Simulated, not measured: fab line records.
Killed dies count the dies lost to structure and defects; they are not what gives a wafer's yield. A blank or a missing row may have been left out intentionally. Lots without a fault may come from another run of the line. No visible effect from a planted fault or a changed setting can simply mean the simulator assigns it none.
Lot-split experiment    flow n5 finfet    21 wafers read from 7 lots, route of 1938 steps

## ABOUT THE SPLIT
At N5_FIN_CUT_EXPOSE_05 (exposes mask FIN CUT), the setting dose mj was moved away from the recipe's 45.75 on 9 of the 21 wafers read, by -5.8% to +6.7%. All remaining wafers had this setting at the recipe value.

## FROM THE SPLIT TO THE READING: what the file shows between them, 2 steps
- N5_FIN_CUT_PEB_06: peb time 60 s
- N5_FIN_CUT_DEVELOP_07: develop time 30 s

## THE READING
At N5_FIN_CUT_CD_MEAS_08: cd nm in nanometres, against a target cd of 29.1 nm. On this fab line, fault-free wafers typically give 29.10 nm with a standard deviation of 0.22 nm.

wafer   tool, chamber at the split  dose mj as run  against the recipe  cd nm, nm  against lot-mates on the recipe
L080.2  euv scanner-02, 0           45.75           recipe              29.26      -
L080.4  euv scanner-02, 0           48.11           +5.2%               29.78      +0.55
L080.6  euv scanner-02, 0           45.75           recipe              29.20      -
L082.1  euv scanner-02, 0           48.42           +5.8%               30.11      +0.75
L082.2  euv scanner-02, 0           45.75           recipe              29.36      -
L082.3  euv scanner-02, 0           48.42           +5.8%               30.26      +0.90
L083.1  euv scanner-01, 0           43.69           -4.5%               28.05      -0.54
L083.2  euv scanner-01, 0           43.69           -4.5%               28.24      -0.35
L083.5  euv scanner-01, 0           45.75           recipe              28.59      -
L086.1  euv scanner-02, 0           45.75           recipe              29.05      -
L086.3  euv scanner-02, 0           48.83           +6.7%               30.59      +1.54
L086.6  euv scanner-02, 0           48.83           +6.7%               30.25      +1.20
L090.2  euv scanner-02, 0           43.09           -5.8%               27.82      -1.29
L090.4  euv scanner-02, 0           43.09           -5.8%               28.11      -1.00
L090.6  euv scanner-02, 0           45.75           recipe              29.11      -
L091.2  euv scanner-02, 0           45.75           recipe              29.25      -
L091.4  euv scanner-02, 0           45.75           recipe              29.26      -
L091.6  euv scanner-02, 0           45.75           recipe              29.23      -
L094.3  euv scanner-02, 0           45.75           recipe              29.09      -
L094.5  euv scanner-02, 0           45.75           recipe              28.51      -
L094.6  euv scanner-02, 0           45.75           recipe              29.26      -

THE FIT
A straight line over all 21 wafers: cd nm changes by +0.191 nm for each +1% of dose mj; r = +0.95; the points scatter about the line by 0.23 nm.
The same after taking each lot's own level away (the mean of its wafers on the recipe; 21 wafers): +0.164 nm for each +1%; r = +0.94; scatter 0.22 nm.
Per that fit: largest dose mj move, reading shift of 1.1 nm.
The span of the lots' own levels, 28.590 to 29.360 nm, comes to 3.5 times the standard deviation stated above.
In other words, the slope is changed by the lot-to-lot level; the two fits disagree.
Check: +1.02 nm against its lot-mates is what the line predicts for one of the wafers moved furthest among these (+6.7%) when that wafer is left out of the fit. Against them it came out at +1.54 nm.

## ADDITIONAL SPLITS CARRIED BY THESE WAFERS
Note: prior to the reading, these wafers also went through further splits. Each is held against what the fit with the lots' levels taken away leaves over:
other split on the same wafers  wafers away from the commonest value  r with cd nm (lot level and that fit taken away)
N5_FIN_SAQP_ALD_61 temp c       5                                     +0.12
N5_FIN_SAQP_HM_DEP_03 time s    6                                     -0.30

## THE WHOLE CHAIN: every reading that the file lists as answering this split, in the file's order
step                    what it does                                                             reading                                                                change (the file's fit)                r (the file's)
N5_FIN_CUT_CD_MEAS_08   target cd 29.1 nm                                                        cd nm                                                                  +0.159 nm for each +1% of the setting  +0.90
N5_FIN_CUT_ETCH_30      etches underlayer in N2/H2, target depth 13 nm, time 10.4 s              FIN_CUT.cd offset nm (the simulator's own value, which no gauge read)  +0.207 nm for each +1% of the setting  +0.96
N5_FIN_CUT_ETCH_20      etches SiARC in CF4, target depth 26 nm, time 43.3 s                     FIN_CUT.cd offset nm (the simulator's own value, which no gauge read)  +0.218 nm for each +1% of the setting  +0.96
N5_FIN_CUT_CUT_ETCH_26  etches SiNx in CH3F/O2, target depth 39 nm, time 55.7 s                  FIN_CUT.cd offset nm (the simulator's own value, which no gauge read)  +0.295 nm for each +1% of the setting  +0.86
N5_FIN_CUT_CUT_ETCH_15  etches Si in HBr/Cl2/O2, target depth 100 nm, bt time 10 s, time 42.4 s  FIN_CUT.cd offset nm (the simulator's own value, which no gauge read)  +0.296 nm for each +1% of the setting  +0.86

## FILE'S OWN FIT
cd nm changes by +0.159 nm for each +1% of dose mj, r = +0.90.
